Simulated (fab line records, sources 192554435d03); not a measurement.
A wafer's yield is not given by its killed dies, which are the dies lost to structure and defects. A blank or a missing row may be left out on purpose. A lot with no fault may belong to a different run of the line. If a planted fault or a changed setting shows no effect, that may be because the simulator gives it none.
The same fault as seen by 2 desks || flow n5Finfet || every desk sees just its own numbers, and what lay behind them comes last

## METROLOGY DESK
Lot by lot, what the gauges showed, no matter which tool ran the lot: averages of those sampled wafers that carry a number. Any lot whose mean is over 4 standard deviations away from the usual mean is out of limits and marked OUT; that distance is given in the brackets. Shown are 7 of the 14 readings it has, namely the first that went out of limits plus those furthest out on some lot.
Columns: A = cdNm at N5_WELL_APT_CD_MEAS_08, usual 200.4 nm; B = NWELL_OVL at N5_WELL_APT_OVL_MEAS_09, usual 6 nm; C = cdNm at N5_WELL_APT_CD_MEAS_25, usual 199.8 nm; D = IOFF_N_LONG at N5_BEOL_M4_RC_MEAS_101, usual 5.58e-05 nA/um; E = IOFF_P at N5_BEOL_M4_RC_MEAS_101, usual 0.21 nA/um; F = VT_N at N5_BEOL_M4_RC_MEAS_101, usual 250 mV; G = VT_P at N5_BEOL_M4_RC_MEAS_101, usual -251 mV
{"lot": "L167", "first seen here": "day 1 19:41", "A": 199.5, "B": 5, "C": 198.7, "D": 5.39e-05, "E": 0.22, "F": 251, "G": -253}
{"lot": "L168", "first seen here": "day 2 02:00", "A": 201.2, "B": 10, "C": 200.7, "D": 5.63e-05, "E": 0.19, "F": 250, "G": -253}
{"lot": "L169", "first seen here": "day 2 07:59", "A": 200.0, "B": 9, "C": 197.8, "D": 5.83e-05, "E": 0.27, "F": 245, "G": -246}
{"lot": "L171", "first seen here": "day 2 19:43", "A": 201.2, "B": 7, "C": 197.4, "D": 5.80e-05, "E": 0.23, "F": 250, "G": -248}
{"lot": "L176", "first seen here": "day 4 01:55", "A": 200.6, "B": -1, "C": 197.8, "D": 6.21e-05, "E": 0.20, "F": 252, "G": -253}
{"lot": "L177", "first seen here": "day 4 07:41", "A": 196.6, "B": 4, "C": 196.9, "D": "6.87e-05 (+5.4) OUT", "E": 0.23, "F": 248, "G": -251}
{"lot": "L179", "first seen here": "day 4 19:41", "A": 200.7, "B": 5, "C": 199.6, "D": 5.22e-05, "E": 0.19, "F": 253, "G": -251}
{"lot": "L180", "first seen here": "day 5 02:19", "A": 198.7, "B": 8, "C": 199.4, "D": "6.65e-05 (+4.5) OUT", "E": 0.23, "F": 252, "G": -249}
{"lot": "L181", "first seen here": "day 5 07:41", "A": 203.5, "B": -0, "C": 202.1, "D": 5.69e-05, "E": 0.22, "F": 250, "G": -250}
{"lot": "L187", "first seen here": "day 6 19:41", "A": 199.2, "B": -7, "C": 201.1, "D": 5.72e-05, "E": 0.24, "F": 247, "G": -247}
Finding of this desk: L177, L180 out of limits, first seen on L177 at day 11 02:02 (IOFF_N_LONG at N5_BEOL_M4_RC_MEAS_101). In limits: L167, L168, L169, L171, L176, L179, L181, L187.

## DESK OF THE TOOL OWNER: rtpAnneal-02
At N5_WELL_APT_RTA_34 (time 10 s), the tool's own readings, given per lot that ran on this tool as the mean of the sampled wafers with a number. Any lot whose mean is over 4 standard deviations away from the usual mean is out of limits and marked OUT; that distance is given in the brackets. Shown are 7 of the 9 readings it has, namely the first that went out of limits plus those furthest out on some lot.
Columns: A = lampPowerPct at N5_WELL_APT_RTA_34, usual 13.01 %; B = lamp_zone_1_pct at N5_WELL_APT_RTA_34, usual 12.997 %; C = lamp_zone_2_pct at N5_WELL_APT_RTA_34, usual 13.00 %; D = lamp_zone_3_pct at N5_WELL_APT_RTA_34, usual 12.99 %; E = lamp_zone_4_pct at N5_WELL_APT_RTA_34, usual 13.00 %; F = lamp_zone_6_pct at N5_WELL_APT_RTA_34, usual 12.92 %; G = lamp_zone_7_pct at N5_WELL_APT_RTA_34, usual 13.43 %
{"lot": "L169", "first seen here": "day 2 10:05", "A": 13.03, "B": 12.994, "C": 12.99, "D": 13.00, "E": 13.00, "F": 12.92, "G": 13.38}
{"lot": "L176", "first seen here": "day 4 04:17", "A": "11.81 (-21) OUT", "B": "11.760 (-43) OUT", "C": "11.77 (-40) OUT", "D": "11.79 (-40) OUT", "E": "11.77 (-40) OUT", "F": "11.71 (-39) OUT", "G": "12.16 (-41) OUT"}
{"lot": "L177", "first seen here": "day 4 10:29", "A": "11.80 (-22) OUT", "B": "11.741 (-43) OUT", "C": "11.75 (-40) OUT", "D": "11.75 (-41) OUT", "E": "11.76 (-40) OUT", "F": "11.72 (-39) OUT", "G": "12.16 (-41) OUT"}
{"lot": "L180", "first seen here": "day 5 04:52", "A": "11.78 (-22) OUT", "B": "11.770 (-42) OUT", "C": "11.75 (-40) OUT", "D": "11.75 (-41) OUT", "E": "11.78 (-39) OUT", "F": "11.70 (-39) OUT", "G": "12.14 (-42) OUT"}
This desk's verdict: out of limits on L176, L177, L180, starting with L176 at day 4 04:17 (lampPowerPct at N5_WELL_APT_RTA_34). In limits: L169.

## TAKEN TOGETHER
The tool owner's desk had the chance to raise an alarm at day 4 04:17 on L176, L177, L180.
An alarm was possible from the metrology desk at day 11 02:02, on L177, L180.
The metrology desk has L176 on record, within its limits.
Every lot named ran N5_WELL_APT_RTA_34 on rtpAnneal-02.

## WHAT WAS PUT IN BY THE SIMULATOR
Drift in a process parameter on rtpAnneal-02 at N5_WELL_APT_RTA_34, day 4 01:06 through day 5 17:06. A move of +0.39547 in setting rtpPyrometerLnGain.
Lots struck among those shown: L176, L177, L180.
Counting hours from when the fault started, the first reading out of limits came at 3 for the tool owner's desk and at 169 for the metrology desk.
